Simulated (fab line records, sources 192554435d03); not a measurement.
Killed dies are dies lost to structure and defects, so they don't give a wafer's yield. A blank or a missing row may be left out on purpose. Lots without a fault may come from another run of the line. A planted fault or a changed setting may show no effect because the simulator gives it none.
Chamber matching | flow n5_finfet | N5_BEOL_M2_ETCH_70 on rie_diel-04: 4 sister chambers
The step etches SOC in N2/H2, target depth 80 nm, overetch 24 nm, time 130 s. 4 wafers are shown with their chamber, then 7 later ones without.

WAFERS WITH THEIR CHAMBER
wafer  | chamber | throttle_valve_pct (%)
L084.4 | 0       | 17.91
L085.2 | 2       | 17.44
L087.2 | 1       | 17.97
L087.4 | 3       | 17.83

WAFERS WITHOUT THEIR CHAMBER
wafer  | throttle_valve_pct (%)
L087.5 | 17.44
L094.1 | 17.85
L094.2 | 17.47
L094.3 | 17.95
L097.4 | 17.99
L097.5 | 17.88
L097.6 | 17.51

WHICH CHAMBER EACH WENT THROUGH
wafer  | from the rows above          | in truth
L087.5 | 2                            | 2
L094.1 | can't be placed: 3 or 0      | 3
L094.2 | 2                            | 2
L094.3 | can't be placed: 1 or 0      | 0
L097.4 | can't be placed: 1 or 0      | 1
L097.5 | can't be placed: 0 or 3 or 1 | 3
L097.6 | 2                            | 2
Placed correctly: 3 of 7. Can't be placed from these rows: 4 (the true chamber is among the candidates in 4). Placed wrongly: 0.
How it was worked out, from the rows above alone: a wafer's distance from a chamber is the root of the sum, over the readings, of the square of ((its reading less the chamber's mean) divided by the reading's scatter). The wafer belongs to the nearest chamber; if the next one is less than 2 further off, it can't be placed. A chamber's mean is the mean of its shown wafers. The scatter: with one shown wafer a chamber, the root of the mean of the squares of how far each hidden wafer lies from its nearest shown one.
